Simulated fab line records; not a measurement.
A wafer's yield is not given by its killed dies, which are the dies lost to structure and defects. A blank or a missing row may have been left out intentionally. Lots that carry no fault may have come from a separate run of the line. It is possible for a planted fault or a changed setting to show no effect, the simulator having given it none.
Matching of chambers    flow n5_finfet    N5_GATE_CUT_DESCUM_18 on rie_diel-05: 4 sister chambers
The step chemistry O2, time 7 s. 8 wafers are shown with their chamber, then 12 later ones without.

WAFERS PAIRED WITH THEIR CHAMBERS
wafer   chamber  showerhead_plenum_p_Torr (Torr)  drypump_motor_current_A (A)
L086.3  0        2.05                             6.3
L086.5  2        2.22                             5.4
L087.1  1        2.22                             5.4
L087.4  3        2.07                             5.4
L087.5  1        2.22                             5.3
L090.1  2        2.22                             5.4
L090.2  3        2.06                             5.3
L090.3  0        2.04                             6.3

WAFERS WITHOUT THEIR CHAMBER
wafer   showerhead_plenum_p_Torr (Torr)  drypump_motor_current_A (A)
L091.3  2.06                             5.3
L091.4  2.22                             5.4
L091.6  2.04                             6.3
L093.1  2.06                             5.3
L093.4  2.21                             5.5
L093.6  2.04                             6.3
L096.1  2.21                             5.3
L096.3  2.04                             6.3
L096.4  2.06                             5.3
L097.1  2.21                             5.4
L097.3  2.21                             5.3
L097.6  2.06                             5.3

CHAMBER TAKEN BY EACH
wafer   from the rows above      in truth
L091.3  3                        3
L091.4  can't be placed: 2 or 1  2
L091.6  0                        0
L093.1  3                        3
L093.4  can't be placed: 2 or 1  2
L093.6  0                        0
L096.1  can't be placed: 1 or 2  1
L096.3  0                        0
L096.4  3                        3
L097.1  can't be placed: 2 or 1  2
L097.3  can't be placed: 1 or 2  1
L097.6  3                        3
Correct placement for 7 of the 12. Cannot be placed on the basis of these rows: 5; the candidates contain the true chamber in 5. Placed wrongly: 0.
How it was worked out, from the rows above alone: a wafer's distance from a chamber is the root of the sum, over the readings, of the square of ((its reading less the chamber's mean) divided by the reading's scatter). If the next closest chamber is less than 2 further off than the closest, the wafer can't be placed; otherwise it belongs to the closest. A chamber's mean is the mean of its shown wafers. The scatter: the root of (the sum of the squares of (reading less its chamber's mean) over the shown wafers, divided by (wafers less chambers)).
